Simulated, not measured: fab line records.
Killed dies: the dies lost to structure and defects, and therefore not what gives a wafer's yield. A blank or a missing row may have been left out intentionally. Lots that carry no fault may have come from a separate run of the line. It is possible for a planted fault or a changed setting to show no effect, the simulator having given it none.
Which of the tools did it? | flow nand_harc | Sampling: 12 lots, 36 wafers, 5 of 1302 route steps

## WHAT THE GAUGES SHOWED, per wafer
NHARC_END_SORT_01.
lot  | measured     | on        | killed_at_array | killed_at_other | killed_at_periphery | killed_dies | killed_open | killed_short
L521 | day 31 05:57 | prober-01 | 52 51 55        | 0 1 0           | 3 4 1               | 55 56 56    | 1 3 3       | 1 3 0
L522 | day 31 05:11 | prober-02 | 61              | 0               | 8                   | 69          | 4           | 4

## EACH LOT AND THE TOOL THAT RAN IT (in order: tool; ch and the chambers of the sampled wafers; start)
lot  | NHARC_A_SLIT_DESCUM_14             | NHARC_A_SLIT_ETCH_15                          | NHARC_A_WL_FILL_RTA_01           | NHARC_A_WL_FILL_STRIP_28
L508 | rie_diel-01 ch 0,3, day 20 07:35   | rie_diel-01 ch 0,3, day 20 20:49 or earlier   | rtp_anneal-02 ch 0, day 20 20:49 | wet_bench-03 ch 0,6,7, day 20 22:25
L507 | rie_diel-01 ch 1,2,3, day 20 08:26 | rie_diel-01 ch 1,2,3, day 20 20:49 or earlier | rtp_anneal-01 ch 0, day 20 20:49 | wet_bench-06 ch 4,5,6, day 20 22:25
L515 | rie_diel-01 ch 0,3, day 23 16:52   | rie_diel-01 ch 0,1, day 24 06:05 or earlier   | rtp_anneal-01 ch 0, day 24 06:05 | wet_bench-06 ch 2,3,4, day 24 07:40
L514 | rie_diel-03 ch 0,1,2, day 23 17:01 | rie_diel-03 ch 0,1,3, day 24 09:53 or earlier | rtp_anneal-02 ch 0, day 24 09:53 | wet_bench-06 ch 3,4,7, day 24 11:50
L516 | rie_diel-03 ch 0,1,2, day 24 00:17 | rie_diel-03 ch 0,1,2, day 24 17:46 or earlier | rtp_anneal-02 ch 0, day 24 17:46 | wet_bench-04 ch 2,4,7, day 24 19:56
L518 | rie_diel-03 ch 1,2,3, day 25 09:25 | rie_diel-03 ch 2,3, day 25 23:44 or earlier   | rtp_anneal-02 ch 0, day 25 23:44 | wet_bench-04 ch 2,3,7, day 26 01:20
L521 | rie_diel-03 ch 0,1,3, day 26 06:14 | rie_diel-03 ch 2,3, day 26 22:09 or earlier   | rtp_anneal-01 ch 0, day 26 22:09 | wet_bench-06 ch 0,1,6, day 26 23:41
L522 | rie_diel-01 ch 1, day 26 09:26     | rie_diel-01 ch 1,3, day 26 09:40              | rtp_anneal-01 ch 0, day 26 23:53 | wet_bench-06 ch 3,4,5, day 27 01:26
L524 | rie_diel-03 ch 0,3, day 27 06:20   | rie_diel-03 ch 0,1,3, day 27 19:35 or earlier | rtp_anneal-02 ch 0, day 27 19:35 | wet_bench-06 ch 1,2,3, day 27 21:05
L527 | rie_diel-10 ch 0,1, day 28 12:05   | rie_diel-10 ch 1,2,3, day 29 01:26 or earlier | rtp_anneal-01 ch 0, day 29 01:26 | wet_bench-06 ch 0,1,3, day 29 02:58
L529 | rie_diel-10 ch 1,3, day 29 13:21   | rie_diel-10 ch 2,3, day 30 02:01 or earlier   | rtp_anneal-02 ch 0, day 30 02:01 | wet_bench-06 ch 0,5,6, day 30 03:54
L528 | rie_diel-10 ch 0,1,3, day 29 20:20 | rie_diel-10 ch 0,1,2, day 30 11:44 or earlier | rtp_anneal-01 ch 0, day 30 11:44 | wet_bench-03 ch 0,1,2, day 30 13:17
- NHARC_A_SLIT_DESCUM_14: chemistry O2, time 3 s.
- NHARC_A_SLIT_ETCH_15: etches the open film in O2/COS, target depth 6200 nm, time 1612 s.
- NHARC_A_WL_FILL_RTA_01: time 5 s.
- NHARC_A_WL_FILL_STRIP_28: strips in post etch residue remover, time 1200 s.

## WHAT THE TOOLS THEMSELVES READ (means of the sampled wafers that have a number; where no wafer has one, the mark that the record gives instead)
NHARC_A_SLIT_DESCUM_14.
lot  | tool        | drypump_motor_current_A (A) | oes_product_au (a.u.) | rf_vpp_V (V) | showerhead_plenum_p_Torr (Torr) | throttle_valve_pct (%)
L508 | rie_diel-01 | 5.7                         | 1.001                 | 58.4         | 1.97                            | 11.309
L507 | rie_diel-01 | 5.5                         | 1.006                 | 57.9         | 1.87                            | 11.311
L515 | rie_diel-01 | 5.7                         | 1.001                 | 57.2         | 1.97                            | 11.310
L514 | rie_diel-03 | 5.5                         | 0.999                 | 57.3         | 1.99                            | 11.317
L516 | rie_diel-03 | 5.5                         | 0.995                 | 58.2         | 1.99                            | 11.309
L518 | rie_diel-03 | 5.4                         | 1.008                 | 58.2         | 1.95                            | 11.306
L521 | rie_diel-03 | 5.8                         | 1.007                 | 57.7         | 1.97                            | 11.304
L522 | rie_diel-01 | 5.6                         | 1.015                 | 57.8         | 1.79                            | 11.323
L524 | rie_diel-03 | 5.8                         | 1.015                 | 58.0         | 1.92                            | 11.302
L527 | rie_diel-10 | 5.8                         | 0.992                 | 58.2         | 1.88                            | 11.312
L529 | rie_diel-10 | 5.7                         | 1.010                 | 57.6         | 1.84                            | 11.310
L528 | rie_diel-10 | 5.8                         | 1.000                 | 57.9         | 1.89                            | 11.311

NHARC_A_SLIT_ETCH_15.
lot  | tool        | drypump_motor_current_A (A) | oes_product_au (a.u.) | rf_vpp_V (V) | showerhead_plenum_p_Torr (Torr) | throttle_valve_pct (%)
L508 | rie_diel-01 | 5.2                         | 1.006                 | 315.6        | 3.23                            | 28.325
L507 | rie_diel-01 | 5.5                         | 1.010                 | 314.1        | 3.06                            | 28.330
L515 | rie_diel-01 | 5.8                         | 1.001                 | 313.0        | 3.02                            | 28.326
L514 | rie_diel-03 | 5.8                         | 1.001                 | 315.6        | 3.22                            | 28.316
L516 | rie_diel-03 | 5.5                         | 0.996                 | 315.0        | 3.24                            | 28.330
L518 | rie_diel-03 | 5.4                         | 1.013                 | 314.4        | 3.12                            | 28.327
L521 | rie_diel-03 | 5.4                         | 1.008                 | 314.0        | 3.12                            | 28.334
L522 | rie_diel-01 | 5.1                         | 1.005                 | 314.5        | 3.15                            | 28.323
L524 | rie_diel-03 | 5.8                         | 1.006                 | 314.5        | 3.21                            | 28.330
L527 | rie_diel-10 | 5.6                         | 1.000                 | 312.5        | 3.03                            | 28.326
L529 | rie_diel-10 | 5.6                         | 1.013                 | 313.2        | 3.06                            | 28.329
L528 | rie_diel-10 | 5.7                         | 0.995                 | 313.9        | 3.10                            | 28.328

NHARC_A_WL_FILL_RTA_01.
lot  | tool          | lamp_power_pct (%) | lamp_zone_2_pct (%) | wafer_temp_C_max
L508 | rtp_anneal-02 | 26.7               | 26.7                | 1004.6
L507 | rtp_anneal-01 | 31.1               | 31.1                | 1004.8
L515 | rtp_anneal-01 | 31.1               | 31.1                | 1005.7
L514 | rtp_anneal-02 | 26.7               | 26.7                | 1003.5
L516 | rtp_anneal-02 | 26.7               | 26.7                | 1005.1
L518 | rtp_anneal-02 | 26.7               | 26.7                | 1004.5
L521 | rtp_anneal-01 | 31.2               | 31.1                | 1005.1
L522 | rtp_anneal-01 | 31.1               | 31.1                | 1005.0
L524 | rtp_anneal-02 | 26.7               | 26.7                | 1004.7
L527 | rtp_anneal-01 | 31.1               | 31.1                | 1004.4
L529 | rtp_anneal-02 | 26.7               | 26.7                | 1003.3
L528 | rtp_anneal-01 | 31.1               | 31.1                | 1005.8

NHARC_A_WL_FILL_STRIP_28.
lot  | tool         | bath_guard_temp_C (C) | bath_heat_duty_pct (%)
L508 | wet_bench-03 | 72.3                  | 14.8
L507 | wet_bench-06 | 72.2                  | 13.4
L515 | wet_bench-06 | 72.2                  | 14.2
L514 | wet_bench-06 | 72.1                  | 14.0
L516 | wet_bench-04 | 72.4                  | 14.2
L518 | wet_bench-04 | 72.4                  | 15.6
L521 | wet_bench-06 | -                     | -
L522 | wet_bench-06 | -                     | -
L524 | wet_bench-06 | -                     | -
L527 | wet_bench-06 | 72.1                  | 14.3
L529 | wet_bench-06 | 72.1                  | 14.7
L528 | wet_bench-03 | 72.2                  | 14.0

## THE ANSWER, worked out from the rows above alone
Rule: what is usual is taken from the lots themselves. Put in order of their means at a reading, lots are off if they are a third of the lots or fewer, leave a main group of 4 or more, and stand apart from it by a gap of 3 or more times the standard deviation of the main group's means; of several such gaps the widest counts. The tables above print the reading to a certain number of digits; a main group whose means all agree to those digits is not used. A lot without any number at a reading at which 4 lots or more have one is off too. The other lots that the step has rows for count as sound. After the gauges, taken in route order, come the tools' own readings; for these a lot's mean is taken, as printed above. At the first step where some lot is off, the reading lying furthest off is the one used; lots without a number count as furthest.
Off: L521, L522, L524 (NHARC_A_WL_FILL_STRIP_28, bath_guard_temp_C). Without a number there: L521, L522, L524. Mean 72.2 C and standard deviation 0.11 in the main group.
A tool fits if, at that step or a process step before it, it ran every lot that is off, and no sound lot after the first of them. With no start given for some of its lots, NHARC_A_SLIT_ETCH_15 uses the hours and lot order of NHARC_A_WL_FILL_RTA_01. None of those tried fits.

## WHAT WAS PUT IN BY THE SIMULATOR
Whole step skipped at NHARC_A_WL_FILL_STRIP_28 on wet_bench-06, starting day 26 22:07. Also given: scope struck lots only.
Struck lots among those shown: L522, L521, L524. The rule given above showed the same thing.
